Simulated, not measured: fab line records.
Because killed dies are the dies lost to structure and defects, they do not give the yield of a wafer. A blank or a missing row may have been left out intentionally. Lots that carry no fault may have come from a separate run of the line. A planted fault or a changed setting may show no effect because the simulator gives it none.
fab line records | flow nand_harc
[record] lots = 6 | wafers = 16 | last_day = 34
route steps=1302 shown P_GATE@177 P_CONTACT@217 END@1302
lots that met no fault: from a run of the same line without faults
start_h: hours from the record's opening day to when the first of the lot's shown wafers began | wait_h: hours since the lot's step before | " unchanged from the row above | L1.1+2: one row covering several wafers at once | - no value, or no start was given | * or withheld: withheld | < > ~ a bound
route shown NAME@n: names a module that has steps shown in the file, with the first one's number in the route | usual: mean/standard deviation taken from wafers without a fault | same: alike in all rows | chamber/n: place in a boat | sites: readings site by site | _std_site: standard deviation of those values | _edge_site: the outer-site mean with the inner-site mean subtracted | radius_mm: for every site, how far away it sits from the centre of the wafer | mask NAME#n: copy n | behind: the tool/chamber that last shaped the wafer | hold: what put the lot on hold/how long, in hours/how the hold closed | device: which transistor (n, p or np) failed to switch | end of line: at the end of the route, the tests of the same wafers | a step without rows: its recipe alone | killed: count of dies lost to structure and defects at first sort (not the wafer's yield) | map: shows each die of a wafer: x if killed, . if not, _ if none is there
set.NAME: the run value of the setting; set.NAME@STEP: its run value at that earlier step | model.NAME: the simulator's own value behind a step, which no gauge read
certain route steps with their lots: each step a table, each wafer a row
services: the hour from which a tool's chamber was out of use, counted from the record's first day as start_h (under 0 if before that day), plus the number of hours and why
[[steps]]
[step NHARC_P_GATE_DEHYDRATE_51]
[recipe] temp_c = 150 | time_s = 120
[step NHARC_P_GATE_HMDS_52]
[recipe] time_s = 30
[step NHARC_P_GATE_COAT_53]
[recipe] spin_rpm = 3000
[step NHARC_P_GATE_SOFTBAKE_54]
[recipe] temp_c = 122 | time_s = 95
[step NHARC_P_GATE_EBR_55]
[step NHARC_P_GATE_EXPOSE_56]
[recipe] na = 0.6 | target_cd_nm = 720 | dose_mj = 14.81 | mask_id = P_PSD
[step NHARC_P_GATE_PEB_57]
[recipe] peb_temp_c = 118 | peb_time_s = 85
[step NHARC_P_GATE_DEVELOP_58]
[recipe] time_s = 70
[step NHARC_P_GATE_CD_MEAS_59]
[recipe] target_cd_nm = 720 | landing_energy_ev = 500
[usual] cd_nm = 720.6/1.6
[same] landing_energy_ev = 500
lot.wafer | tool      | chamber | start_h | wait_h | cd_nm
L556.2    | cd_sem-02 | 0       | 172.10  | -      | 718.7
L556.4    | "         | 0       | "       | "      | 720.4
L557.2    | cd_sem-03 | 0       | 175.18  | -      | 722.6
L557.4    | "         | 0       | "       | "      | 722.1
L563.2    | cd_sem-02 | 0       | 242.07  | -      | 719.3
L563.3    | "         | 0       | "       | "      | 720.7
L563.4    | "         | 0       | "       | "      | 720.3
L570.1    | cd_sem-01 | 0       | 310.74  | -      | 722.6
L570.3    | "         | 0       | "       | "      | 719.6
L570.6    | "         | 0       | "       | "      | 720.9
L571.2    | cd_sem-03 | 0       | 315.50  | -      | 719.1
L571.4    | "         | 0       | "       | "      | 719.4
L571.5    | "         | 0       | "       | "      | 718.4
L573.4    | cd_sem-01 | 0       | 335.39  | -      | 717.7
L573.5    | "         | 0       | "       | "      | 718.9
L573.6    | "         | 0       | "       | "      | 721.1
[step NHARC_P_GATE_HARDBAKE_60]
[recipe] temp_c = 125 | time_s = 80
[step NHARC_P_GATE_DESCUM_61]
[recipe] time_s = 3 | o2_flow_sccm = 200 | ar_flow_sccm = 0 | bias_power_w = 0 | chemistry = O2
[usual] drypump_motor_current_A = 5.7/0.49 | o2_flow_sccm = 200.0/0.61 | oes_product_au = 1.000/0.0085 | rf_vpp_V = 57.6/0.8 | showerhead_plenum_p_Torr = 1.88/0.085 | throttle_valve_pct = 11.310/0.0089
lot.wafer | tool        | chamber | start_h | wait_h | drypump_motor_current_A | o2_flow_sccm | oes_product_au | rf_hours_counter_h | rf_vpp_V | showerhead_plenum_p_Torr | throttle_valve_pct
L556.4    | rie_diel-11 | 1       | 172.28  | -      | 5.6                     | 199.5        | 0.975          | 4.1                | 57.6     | 1.92                     | 11.309
L556.2    | "           | 2       | "       | "      | 6.3                     | 198.7        | 1.009          | 4.5                | 57.1     | 1.85                     | 11.306
L557.2    | rie_diel-06 | 1       | 175.33  | -      | 5.0                     | 199.8        | 1.015          | 0.8                | 57.4     | 1.94                     | 11.323
L557.4    | "           | 0       | "       | "      | 6.1                     | 198.8        | 1.003          | 0.8                | 57.2     | 1.89                     | 11.316
L563.3    | rie_diel-06 | 0       | 242.22  | -      | 6.1                     | 200.8        | 1.016          | 4.5                | 57.8     | 1.89                     | 11.310
L563.2    | "           | 2       | "       | "      | 5.8                     | 199.6        | 1.009          | 5.7                | 57.2     | 1.80                     | 11.299
L563.4    | "           | 3       | "       | "      | 5.8                     | 200.3        | 0.998          | 5.6                | 58.0     | 1.96                     | 11.312
L570.3    | rie_diel-11 | 2       | 310.90  | -      | 6.3                     | 199.1        | 1.002          | 2.9                | 57.7     | 1.85                     | 11.321
L570.1    | "           | 3       | "       | "      | 4.9                     | 199.2        | 1.001          | 3.1                | 58.2     | 1.81                     | 11.320
L570.6    | "           | 3       | "       | "      | 4.9                     | 200.1        | 1.002          | -                  | 57.9     | 1.81                     | 11.295
L571.2    | rie_diel-07 | 2       | 315.66  | -      | 5.5                     | 199.0        | 0.985          | 0.1                | 59.1     | 2.05                     | 11.307
L571.4    | "           | 3       | "       | "      | 6.2                     | 200.0        | 1.010          | 0.1                | 57.3     | 1.82                     | 11.309
L571.5    | "           | 2       | "       | "      | 5.5                     | 199.6        | 0.990          | -                  | 57.6     | 2.05                     | 11.313
L573.4    | rie_diel-11 | 2       | 335.56  | -      | 6.3                     | 200.4        | 1.013          | 4.0                | 57.3     | 1.85                     | 11.309
L573.6    | "           | 0       | "       | "      | 6.0                     | 199.8        | 1.006          | -                  | 57.1     | 1.81                     | 11.317
L573.5    | "           | 1       | "       | "      | 5.7                     | 200.3        | 0.995          | -                  | 58.2     | 1.91                     | 11.305
[step NHARC_P_GATE_IMPLANT_62]
[recipe] energy_kev = 20 | dose_cm2 = 3e+15 | tilt_deg = 7
[step NHARC_P_GATE_STRIP_112]
[recipe] power_w = 1500 | temp_c = 110 | time_s = 200 | chemistry = N2/H2
[usual] drypump_motor_current_A = 5.87/0.12 | heater_power_w = 79/11 | rf_refl_power_W = 18.7/1.4
lot.wafer | tool            | chamber | start_h | wait_h | drypump_motor_current_A | heater_power_w | rf_hours_counter_h | rf_refl_power_W
L556.2    | plasma_asher-02 | 1       | 172.62  | 0.2    | 6.00                    | 95             | 18                 | 18.9
L556.4    | "               | 1       | "       | "      | 6.01                    | 96             | -                  | 18.9
L557.2    | plasma_asher-02 | 1       | 175.70  | 0.2    | 6.01                    | 94             | 20                 | 19.5
L557.4    | "               | 1       | "       | "      | 6.02                    | 94             | -                  | 18.9
L563.2    | plasma_asher-01 | 0       | 242.68  | 0.3    | 5.91                    | 67             | 14                 | 20.7
L563.4    | "               | 0       | "       | "      | 5.91                    | 67             | -                  | 21.0
L563.3    | "               | 1       | "       | "      | 5.70                    | 81             | -                  | 18.5
L570.1    | plasma_asher-02 | 1       | 311.31  | 0.2    | 6.00                    | 87             | 11                 | 18.6
L570.3    | "               | 0       | "       | "      | 5.84                    | 75             | -                  | 16.5
L570.6    | "               | 1       | "       | "      | 6.00                    | 89             | -                  | 18.7
L571.2    | plasma_asher-01 | 0       | 316.03  | 0.2    | 5.95                    | 67             | 28                 | 19.4
L571.4    | "               | 1       | "       | "      | 5.68                    | 84             | -                  | 19.6
L571.5    | "               | 1       | "       | "      | 5.69                    | 82             | -                  | 18.6
L573.4    | plasma_asher-01 | 0       | 335.99  | 0.2    | 5.92                    | 66             | -                  | 20.1
L573.6    | "               | 0       | "       | "      | 5.93                    | 65             | -                  | 20.3
L573.5    | "               | 1       | "       | "      | 5.71                    | 81             | -                  | 17.8
[step NHARC_P_GATE_STRIP_76]
[recipe] power_w = 1500 | temp_c = 250 | chemistry = O2
[step NHARC_P_GATE_STRIP_63]
[recipe] time_s = 900 | temp_c = 130 | chemistry = SPM
[step NHARC_P_GATE_DEHYDRATE_83]
[recipe] temp_c = 150 | time_s = 120
[step NHARC_P_GATE_HMDS_84]
[recipe] time_s = 30
[step NHARC_P_GATE_COAT_85]
[recipe] spin_rpm = 3000
[step NHARC_P_GATE_SOFTBAKE_86]
[recipe] temp_c = 122 | time_s = 95
[step NHARC_P_GATE_EBR_87]
[step NHARC_P_GATE_EXPOSE_88]
[recipe] na = 0.6 | target_cd_nm = 2000 | dose_mj = 11.87 | mask_id = P_HVN
[step NHARC_P_GATE_PEB_89]
[recipe] peb_temp_c = 118 | peb_time_s = 85
[step NHARC_P_GATE_DEVELOP_90]
[recipe] time_s = 70
[step NHARC_P_GATE_CD_MEAS_91]
[recipe] target_cd_nm = 2000 | landing_energy_ev = 500
[usual] cd_nm = 1999.5/1.6
[same] landing_energy_ev = 500
lot.wafer | tool      | chamber | start_h | wait_h | cd_nm
L556.2    | cd_sem-03 | 0       | 173.80  | -      | 2000.7
L556.4    | "         | 0       | "       | "      | 1999.1
L557.2    | cd_sem-03 | 0       | 176.88  | -      | 2001.2
L557.4    | "         | 0       | "       | "      | 1999.2
L563.2    | cd_sem-01 | 0       | 243.88  | -      | 2001.3
L563.3    | "         | 0       | "       | "      | 2000.2
L563.4    | "         | 0       | "       | "      | 1996.4
L570.1    | cd_sem-03 | 0       | 312.44  | -      | 1997.3
L570.3    | "         | 0       | "       | "      | 2000.0
L570.6    | "         | 0       | "       | "      | 1998.6
L571.2    | cd_sem-03 | 0       | 317.08  | -      | 2001.6
L571.4    | "         | 0       | "       | "      | 1998.6
L571.5    | "         | 0       | "       | "      | 1995.7
L573.4    | cd_sem-02 | 0       | 336.97  | -      | 1998.4
L573.5    | "         | 0       | "       | "      | 1996.3
L573.6    | "         | 0       | "       | "      | 1998.2
[step NHARC_P_GATE_HARDBAKE_92]
[recipe] temp_c = 125 | time_s = 80
[step NHARC_P_GATE_DESCUM_93]
[recipe] time_s = 3 | o2_flow_sccm = 200 | ar_flow_sccm = 0 | bias_power_w = 0 | chemistry = O2
[usual] drypump_motor_current_A = 5.7/0.48 | o2_flow_sccm = 200.0/0.62 | oes_product_au = 1.000/0.0087 | rf_vpp_V = 57.7/0.87 | showerhead_plenum_p_Torr = 1.89/0.089 | throttle_valve_pct = 11.313/0.0087
lot.wafer | tool        | chamber | start_h | wait_h | drypump_motor_current_A | o2_flow_sccm | oes_product_au | rf_hours_counter_h | rf_vpp_V | showerhead_plenum_p_Torr | throttle_valve_pct
L556.4    | rie_diel-07 | 1       | 173.96  | -      | 5.3                     | 200.1        | 1.002          | 3.9                | 57.4     | 1.80                     | 11.316
L556.2    | "           | 2       | "       | "      | 5.4                     | 201.2        | 0.993          | 4.0                | 58.4     | 2.06                     | 11.301
L557.2    | rie_diel-11 | 0       | 177.05  | -      | 6.0                     | 200.5        | 0.998          | 6.1                | 56.2     | 1.81                     | 11.316
L557.4    | "           | 2       | "       | "      | 6.3                     | 200.1        | 0.999          | 5.3                | 56.5     | 1.85                     | 11.302
L563.4    | rie_diel-07 | 2       | 244.05  | -      | 5.5                     | 200.8        | 0.991          | 7.3                | 57.7     | 2.05                     | 11.301
L563.3    | "           | 3       | "       | "      | 6.2                     | 200.6        | 1.001          | 8.1                | 57.9     | 1.82                     | 11.307
L563.2    | "           | 0       | "       | "      | 6.5                     | 200.2        | 0.997          | 8.2                | 57.0     | 1.99                     | 11.314
L570.3    | rie_diel-11 | 1       | 312.60  | -      | 5.6                     | 200.3        | 0.997          | 1.2                | 58.5     | 1.91                     | 11.303
L570.1    | "           | 2       | "       | "      | 6.3                     | 199.7        | 1.001          | 3.0                | 58.2     | 1.85                     | 11.312
L570.6    | "           | 1       | "       | "      | 5.6                     | 200.1        | 0.996          | -                  | 58.2     | 1.91                     | 11.311
L571.2    | rie_diel-06 | 3       | 317.26  | -      | 5.8                     | 199.5        | 1.001          | 0                  | 58.1     | 1.96                     | 11.327
L571.4    | "           | 3       | "       | "      | 5.7                     | 199.5        | 1.011          | -                  | 57.8     | 1.96                     | 11.313
L571.5    | "           | 3       | "       | "      | 5.7                     | 199.4        | 1.022          | -                  | 57.6     | 1.96                     | 11.307
L573.4    | rie_diel-06 | 3       | 337.17  | -      | 5.7                     | 200.4        | 1.007          | -                  | 58.0     | 1.96                     | 11.310
L573.5    | "           | 0       | "       | "      | 6.1                     | 200.0        | 0.994          | -                  | 56.9     | 1.89                     | 11.308
L573.6    | "           | 2       | "       | "      | 5.8                     | 199.7        | 0.996          | -                  | 56.7     | 1.79                     | 11.290
[step NHARC_P_GATE_IMPLANT_94]
[recipe] energy_kev = 60 | dose_cm2 = 2e+15 | tilt_deg = 7
[step NHARC_P_GATE_STRIP_113]
[recipe] power_w = 1500 | temp_c = 110 | time_s = 740 | chemistry = N2/H2
[usual] drypump_motor_current_A = 5.88/0.12 | heater_power_w = 80/11 | rf_refl_power_W = 18.6/1.4
lot.wafer | tool            | chamber | start_h | wait_h | drypump_motor_current_A | heater_power_w | rf_hours_counter_h | rf_refl_power_W
L556.2    | plasma_asher-02 | 1       | 174.33  | 0.2    | 6.01                    | 99             | 19                 | 19.7
L556.4    | "               | 0       | "       | "      | 5.84                    | 72             | -                  | 16.5
L557.2    | plasma_asher-02 | 0       | 177.41  | 0.2    | 5.89                    | 72             | 20                 | 16.4
L557.4    | "               | 0       | "       | "      | 5.88                    | 73             | -                  | 16.3
L563.2    | plasma_asher-02 | 0       | 244.52  | 0.3    | 5.86                    | 72             | 33                 | 17.0
L563.4    | "               | 1       | "       | "      | 6.01                    | 97             | -                  | 18.7
L563.3    | "               | 0       | "       | "      | 5.86                    | 71             | -                  | 16.0
L570.1    | plasma_asher-01 | 0       | 312.97  | 0.2    | 5.91                    | 68             | 27                 | 19.6
L570.3    | "               | 1       | "       | "      | 5.70                    | 84             | -                  | 19.8
L570.6    | "               | 0       | "       | "      | 5.91                    | 67             | -                  | 19.5
L571.2    | plasma_asher-01 | 0       | 317.68  | 0.2    | 5.92                    | 67             | 28                 | 20.0
L571.4    | "               | 1       | "       | "      | 5.69                    | 85             | -                  | 18.8
L571.5    | "               | 1       | "       | "      | 5.70                    | 84             | -                  | 19.6
L573.4    | plasma_asher-02 | 1       | 337.87  | 0.5    | 6.01                    | 89             | -                  | 18.8
L573.5    | "               | 0       | "       | "      | 5.84                    | 77             | -                  | 17.4
L573.6    | "               | 1       | "       | "      | 6.02                    | 86             | -                  | 18.5
[step NHARC_P_GATE_STRIP_95]
[recipe] power_w = 1500 | temp_c = 250 | chemistry = O2
[step NHARC_P_GATE_STRIP_96]
[recipe] time_s = 900 | temp_c = 130 | chemistry = SPM
[step NHARC_P_GATE_RTA_64]
[recipe] temp_c = 1050 | time_s = 1
[usual] lamp_power_pct = 36.1/1.4 | wafer_temp_C_max = 1056.8/1.3
lot.wafer | tool          | chamber | start_h | wait_h | lamp_power_pct | wafer_temp_C_max
L556.2    | rtp_anneal-01 | 0       | 175.63  | -      | 34.0           | 1055.2
L556.4    | "             | 0       | "       | "      | 33.9           | 1056.0
L557.2    | rtp_anneal-02 | 0       | 178.72  | -      | 37.0           | 1056.9
L557.4    | "             | 0       | "       | "      | 37.0           | 1057.0
L563.2    | rtp_anneal-01 | 0       | 245.71  | -      | 34.0           | 1055.0
L563.3    | "             | 0       | "       | "      | 34.0           | 1056.2
L563.4    | "             | 0       | "       | "      | 34.0           | 1055.8
L570.1    | rtp_anneal-02 | 0       | 314.24  | -      | 37.0           | 1056.0
L570.3    | "             | 0       | "       | "      | 37.1           | 1057.1
L570.6    | "             | 0       | "       | "      | 37.1           | 1057.1
L571.2    | rtp_anneal-01 | 0       | 318.98  | -      | 33.9           | 1057.7
L571.4    | "             | 0       | "       | "      | 34.0           | 1054.9
L571.5    | "             | 0       | "       | "      | 34.0           | 1055.4
L573.4    | rtp_anneal-02 | 0       | 338.87  | -      | 37.0           | 1055.6
L573.5    | "             | 0       | "       | "      | 37.0           | 1058.1
L573.6    | "             | 0       | "       | "      | 37.0           | 1058.3
[step NHARC_P_GATE_ETCH_77]
[recipe] target_depth_a = 60 | chemistry = dHF | material = SiO2
[step NHARC_P_GATE_DEGAS_109]
[recipe] temp_c = 300 | time_s = 60
[step NHARC_P_GATE_PRE_CLEAN_110]
[recipe] time_s = 30 | bias_v = 200 | gas = Ar
[step NHARC_P_GATE_SPUTTER_78]
[recipe] target_thk_a = 100 | material = Ni
[step NHARC_P_GATE_SPUTTER_79]
[recipe] target_thk_a = 100 | material = TiN
[step NHARC_P_GATE_RTA_80]
[recipe] temp_c = 300 | time_s = 30
[usual] lamp_power_pct = 2.11/0.093 | wafer_temp_C_max = 301.9/0.41
lot.wafer | tool          | chamber | start_h | wait_h | lamp_power_pct | wafer_temp_C_max
L556.2    | rtp_anneal-02 | 0       | 176.23  | -      | 2.22           | 302.1
L556.4    | "             | 0       | "       | "      | 2.22           | 302.2
L557.2    | rtp_anneal-01 | 0       | 179.32  | -      | 2.02           | 302.0
L557.4    | "             | 0       | "       | "      | 2.02           | 301.5
L563.2    | rtp_anneal-02 | 0       | 246.32  | -      | 2.21           | 301.6
L563.3    | "             | 0       | "       | "      | 2.21           | 301.3
L563.4    | "             | 0       | "       | "      | 2.21           | 302.1
L570.1    | rtp_anneal-02 | 0       | 314.84  | -      | 2.22           | 301.8
L570.3    | "             | 0       | "       | "      | 2.22           | 302.7
L570.6    | "             | 0       | "       | "      | 2.22           | 302.3
L571.2    | rtp_anneal-02 | 0       | 319.58  | -      | 2.21           | 301.8
L571.4    | "             | 0       | "       | "      | 2.21           | 302.2
L571.5    | "             | 0       | "       | "      | 2.21           | 301.5
L573.4    | rtp_anneal-01 | 0       | 339.47  | -      | 2.02           | 301.7
L573.5    | "             | 0       | "       | "      | 2.02           | 301.2
L573.6    | "             | 0       | "       | "      | 2.02           | 301.4
[step NHARC_P_GATE_STRIP_67]
[recipe] time_s = 600 | temp_c = 130 | chemistry = SPM
[step NHARC_P_GATE_RTA_82]
[recipe] temp_c = 450 | time_s = 30
[step NHARC_P_GATE_INSPECT_68]
[usual] raw_defect_count = 209/79
lot.wafer | tool              | chamber | start_h | wait_h | hold                     | raw_defect_count
L556.2    | defect_inspect-02 | -       | 176.85  | 0.1    | await_dispo/0.2h/release | 1237
L556.4    | "                 | -       | "       | "      | await_dispo/0.2h/release | 1174
L556.2    | defect_inspect-02 | -       | 177.03  | 0.2    | -                        | 1226
L556.4    | "                 | -       | "       | "      | -                        | 1196
L557.2    | defect_inspect-01 | -       | 179.95  | 0.1    | await_dispo/0.2h/release | 1192
L557.4    | "                 | -       | "       | "      | await_dispo/0.2h/release | 1155
L557.2    | defect_inspect-01 | -       | 180.12  | 0.2    | -                        | 1193
L557.4    | "                 | -       | "       | "      | -                        | 1146
L563.2    | defect_inspect-01 | -       | 246.95  | 0.1    | -                        | 149
L563.3    | "                 | -       | "       | "      | -                        | 164
L563.4    | "                 | -       | "       | "      | -                        | 220
L570.1    | defect_inspect-01 | -       | 315.49  | 0.2    | -                        | 104
L570.3    | "                 | -       | "       | "      | -                        | 143
L570.6    | "                 | -       | "       | "      | -                        | 140
L571.2    | defect_inspect-02 | -       | 320.20  | 0.1    | -                        | 158
L571.4    | "                 | -       | "       | "      | -                        | 265
L571.5    | "                 | -       | "       | "      | -                        | 161
L573.4    | defect_inspect-01 | -       | 340.04  | 0.1    | -                        | 187
L573.5    | "                 | -       | "       | "      | -                        | 211
L573.6    | "                 | -       | "       | "      | -                        | 301
[step NHARC_P_CONTACT_DEP_30]
[recipe] target_thk_a = 300 | temp_c = 400 | target_thk_nm = 30 | flow_sccm = 200 | rf_w = 450 | material = SiNx
[usual] heater_power_w = 695/98 | susceptor_temp_C = 400.03/0.22
lot.wafer | tool     | chamber | start_h | wait_h | hold                     | heater_power_w | susceptor_temp_C
L556.2    | pecvd-04 | 0       | 179.59  | 2.6    | await_dispo/2.1h/release | 705            | 399.94
L556.4    | "        | 0       | "       | "      | await_dispo/2.1h/release | 724            | 399.76
L557.2    | pecvd-03 | 0       | 184.31  | 4.2    | await_dispo/4.1h/release | 710            | 400.35
L557.4    | "        | 0       | "       | "      | await_dispo/4.1h/release | 681            | 399.84
L563.2    | pecvd-03 | 0       | 247.01  | 0.1    | -                        | 772            | 400.14
L563.3    | "        | 2       | "       | "      | -                        | 808            | 400.00
L563.4    | "        | 2       | "       | "      | -                        | 797            | 399.62
L570.3    | pecvd-03 | 0       | 315.60  | 0.1    | -                        | 672            | 400.16
L570.1    | "        | 1       | "       | "      | -                        | 693            | 400.04
L570.6    | "        | 0       | "       | "      | -                        | 684            | 399.82
L571.2    | pecvd-04 | 1       | 320.31  | 0.1    | -                        | 492            | 399.85
L571.5    | "        | 0       | "       | "      | -                        | 729            | 400.02
L571.4    | "        | 2       | "       | "      | -                        | 688            | 399.80
L573.4    | pecvd-04 | 0       | 340.23  | 0.2    | -                        | 846            | 400.01
L573.6    | "        | 1       | "       | "      | -                        | 499            | 400.21
L573.5    | "        | 2       | "       | "      | -                        | 723            | 399.74
[step NHARC_P_CONTACT_DEP_00]
[recipe] target_thk_a = 5000 | temp_c = 400 | pressure_torr = 6.5 | rf_w = 900 | teos_flow_sccm = 161.4 | flow_sccm = 2650 | target_thk_nm = 500 | gas = O2 | material = SiO2
[step NHARC_END_SORT_01]
[recipe] temp_c = 25
[usual] killed_at_array = 52/18 | killed_at_other = 0.6/0.83 | killed_at_periphery = 4.3/2.8 | killed_dies = 57/19 | killed_open = 3.4/2 | killed_short = 2.5/1.7
[same] gross_dies = 677
lot.wafer | tool      | chamber | start_h | wait_h | killed_at_array | killed_at_other | killed_at_periphery | killed_dies | killed_open | killed_short
L557.2    | prober-01 | 0       | 607.42  | 2.8    | 62              | 0               | 95                  | 157         | 3           | 2
L557.4    | prober-01 | 0       | 609.05  | 3.4    | 42              | 0               | 94                  | 136         | 1           | 0
L563.2    | prober-02 | 0       | 689.02  | 2.8    | 27              | 0               | 1                   | 28          | 3           | 3
L563.3    | prober-02 | 0       | 689.82  | 3.1    | 19              | 0               | 2                   | 21          | 1           | 0
L563.4    | prober-02 | 0       | 690.62  | 3.4    | 23              | 0               | 5                   | 28          | 3           | 6
L556.2    | prober-02 | 0       | 707.40  | 2.8    | 49              | 1               | 95                  | 145         | 2           | 3
L556.4    | prober-02 | 0       | 709.01  | 3.4    | 40              | 0               | 90                  | 130         | 2           | 4
L571.2    | prober-01 | 0       | 766.07  | 2.8    | 52              | 0               | 11                  | 63          | 4           | 0
L571.4    | prober-01 | 0       | 767.66  | 3.4    | 44              | 0               | 12                  | 56          | 9           | 0
L571.5    | prober-01 | 0       | 768.46  | 3.7    | 48              | 0               | 9                   | 57          | 3           | 1
// killed by level:class
L557.2 P_GATE:unspecified=90 A_CHANNEL_HOLE_D1:chamber_film_flake=34 A_SLIT:chamber_film_flake=8 A_CONTACT:chamber_film_flake=4 A_CHANNEL_HOLE_D2:chamber_film_flake=3 P_M1:chamber_film_flake=3 A_ZERO_WELL:chamber_film_flake=2 A_DECK1_JOINT:chamber_film_flake=2
L557.4 P_GATE:unspecified=93 A_CHANNEL_HOLE_D1:chamber_film_flake=28 A_CHANNEL_HOLE_D2:chamber_film_flake=4 A_SLIT:chamber_film_flake=3 A_CONTACT:chamber_film_flake=2 A_M1:geometric_particle:open=1 P_GATE:chamber_film_flake=1 A_ZERO_WELL:chamber_film_flake=1
L563.2 A_CHANNEL_HOLE_D2:chamber_film_flake=9 A_CHANNEL_HOLE_D1:chamber_film_flake=4 A_STAIRCASE:chamber_film_flake=4 A_CHANNEL_FILL_D2:geometric_particle:short=2 A_CHANNEL_FILL_D1:chamber_film_flake=2 A_SLIT:chamber_film_flake=2 P_M1:geometric_particle:open=1 A_SOURCE_PLATE:geometric_particle:open=1
L563.3 A_CHANNEL_HOLE_D2:chamber_film_flake=10 A_CHANNEL_HOLE_D1:chamber_film_flake=3 A_CONTACT:chamber_film_flake=2 P_CONTACT:geometric_particle:open=1 P_ZERO_WELL:chamber_film_flake=1 A_CHANNEL_FILL_D1:chamber_film_flake=1 A_CHANNEL_FILL_D2:chamber_film_flake=1 A_SLIT:chamber_film_flake=1
L563.4 A_CHANNEL_HOLE_D2:chamber_film_flake=11 P_CONTACT:geometric_particle:open=2 A_WL_FILL:geometric_particle:short=2 A_CHANNEL_HOLE_D1:chamber_film_flake=2 A_DECK1_JOINT:chamber_film_flake=2 A_SLIT:chamber_film_flake=2 P_STI:geometric_particle:short=1 P_CONTACT:geometric_particle:short=1
L556.2 P_GATE:unspecified=92 A_CHANNEL_HOLE_D2:chamber_film_flake=37 P_ZERO_WELL:chamber_film_flake=3 A_CHANNEL_HOLE_D1:chamber_film_flake=3 A_SLIT:chamber_film_flake=2 A_CONTACT:chamber_film_flake=2 A_CHANNEL_FILL_D1:geometric_particle:open=1 A_CHANNEL_FILL_D1:geometric_particle:short=1
L556.4 P_GATE:unspecified=86 A_CHANNEL_HOLE_D2:chamber_film_flake=29 A_CHANNEL_FILL_D2:geometric_particle:short=3 A_CONTACT:chamber_film_flake=3 P_GATE:chamber_film_flake=2 A_CHANNEL_HOLE_D1:chamber_film_flake=2 A_ONON_D2:geometric_particle:short=1 A_ONON_D2:geometric_particle:open=1
L571.2 A_STAIRCASE:chamber_film_flake=18 A_SLIT:chamber_film_flake=16 A_CHANNEL_HOLE_D1:chamber_film_flake=8 A_SGD_CUT:chamber_film_flake=6 P_GATE:chamber_film_flake=5 P_M1:chamber_film_flake=4 P_M0:geometric_particle:open=2 A_M1:chamber_film_flake=2
L571.4 A_SLIT:chamber_film_flake=15 P_M1:chamber_film_flake=7 A_CHANNEL_HOLE_D1:chamber_film_flake=7 A_STAIRCASE:chamber_film_flake=5 A_SGD_CUT:chamber_film_flake=4 A_M0:geometric_particle:open=3 P_GATE:chamber_film_flake=3 P_M0:geometric_particle:open=2
L571.5 A_SLIT:chamber_film_flake=20 A_STAIRCASE:chamber_film_flake=11 P_GATE:chamber_film_flake=4 P_M1:chamber_film_flake=4 A_WL_FILL:chamber_film_flake=3 A_M1:chamber_film_flake=3 A_M0:geometric_particle:open=2 A_CHANNEL_HOLE_D1:chamber_film_flake=2
// map L556.2 (x killed, . not)
____________.____________
_________......._________
_______..........._______
______.............______
_____..............._____
____.................____
____.................____
___...........x.......___
___...................___
__.....................__
__.....................__
_.....................x._
_........x..x..........._
_......................._
_......................._
_.............x........._
...............x.........
............x..x.........
............xxxxx.x......
..x.......x..xxxx........
.............xxxxxxx.....
_..........x.xxxx......._
_........x..x.xx........_
_.........x.xxxxxx......_
_......xxxx.xx.........._
_......xxxxxx..x........_
__...xxxxxxxx..........__
__..x.xxxxxxxxxxx.x....__
___..xxxxxxxxxx.......___
___..xxxxxxxxxx....x..___
____x.xxxxxxxx.......____
____...xxxxxxxx......____
_____.xxxxxxxx...x.._____
______xxxxxxxxx....______
_______xxxxxxx...._______
_________xxxxx.._________
____________.____________
// map L557.2 (x killed, . not)
____________.____________
_________......._________
_______.......x..._______
______.........x...______
_____..............._____
____..........x......____
____................x____
___...................___
___...................___
__..x..x...........x...__
__..x.....x............__
_.............x........._
_......................._
_......x................_
_......................._
_.............x........._
.........................
.......x.........x.......
........xx.....x.........
..............x..........
.....x........xxx........
_......................._
_........x.............._
_........xx.....x......x_
_.......xxxxx.xxx......._
_......xxxxxxx.x.xxxx..._
__.....xxxxxxxx.xxx....__
__x...xxxxxxxxx.xxx....__
___...xxxxxxxx.xxxxxx.___
___..xxxxxxxxxxxxxx...___
____.xxxxxxxxxx.x.xx.____
____x.xxxxxxxxx.xxxx.____
_____xxxxxxxxx..xx.._____
______.xxxxxx.x....______
_______xxxxxx....x_______
_________xxxxx.._________
____________x____________
[[services]]
tool            | chamber | start_h | hours | kind
pecvd-03        | 0       | 158.55  | 3.7   | repair
rie_diel-07     | -       | 164.94  | 0.4   | repair
plasma_asher-01 | -       | 165.00  | 9.0   | pm
plasma_asher-01 | 0       | 165.00  | 9.0   | vent_cycle
pecvd-04        | 1       | 174.83  | 7.5   | repair
rie_diel-06     | 3       | 182.03  | 4.5   | repair
pecvd-03        | -       | 185.44  | 13.0  | pm
rie_diel-07     | 2       | 204.64  | 4.7   | repair
rie_diel-11     | 1       | 234.94  | 5.4   | repair
plasma_asher-02 | -       | 249.00  | 9.0   | pm
plasma_asher-02 | 0       | 249.00  | 9.0   | vent_cycle
plasma_asher-02 | 1       | 249.00  | 9.0   | vent_cycle
rie_diel-11     | -       | 255.50  | 9.0   | pm
plasma_asher-02 | 0       | 258.00  | -     | clean
plasma_asher-02 | 1       | 258.00  | -     | clean
pecvd-04        | -       | 269.23  | 13.0  | pm
rie_diel-06     | 3       | 271.23  | 15.6  | repair
rie_diel-06     | 2       | 272.44  | 3.1   | repair
rie_diel-11     | 1       | 275.85  | 8.7   | repair
rie_diel-06     | 0       | 280.91  | 45.9  | repair
plasma_asher-02 | -       | 286.24  | 2.1   | repair
rie_diel-07     | -       | 294.20  | 9.0   | pm
rie_diel-11     | 2       | 302.48  | 3.4   | repair
rie_diel-06     | -       | 307.92  | 9.0   | pm
[[key]]
[first_sign] step = NHARC_P_GATE_INSPECT_68 | reading = raw_defect_count | direction = up | sigmas = 12 | usual = 209 | struck = 1190
[effect] step = NHARC_P_GATE_INSPECT_68 | reading = hold | direction = added
[effect] step = NHARC_END_SORT_01 | reading = killed_at_periphery | direction = up | sigmas = 32 | usual = 4.3 | struck = 93.5
[more_kills_born_at] NHARC_P_GATE_STRIP_112@plasma_asher-02 = 361
met_at NHARC_P_GATE_STRIP_112
struck_wafers L556.2,L556.4,L557.2,L557.4
tester_left_out L556,L557
[fault] kind = chamber_particle_source | tool = plasma_asher-02 | chamber = 1 | onset_h = 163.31 | steps = NHARC_P_GATE_STRIP_112 | rate_per_visit_cm2 = 1.5253 | end_h = 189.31
// tester_left_out: of these lots the tester's yield and bins aren't shown, on N5 and GAA mostly nor the transistor test; their killed dies are dies lost to structure and defects alone, not to doping, threshold or leakage, so they don't give the yield
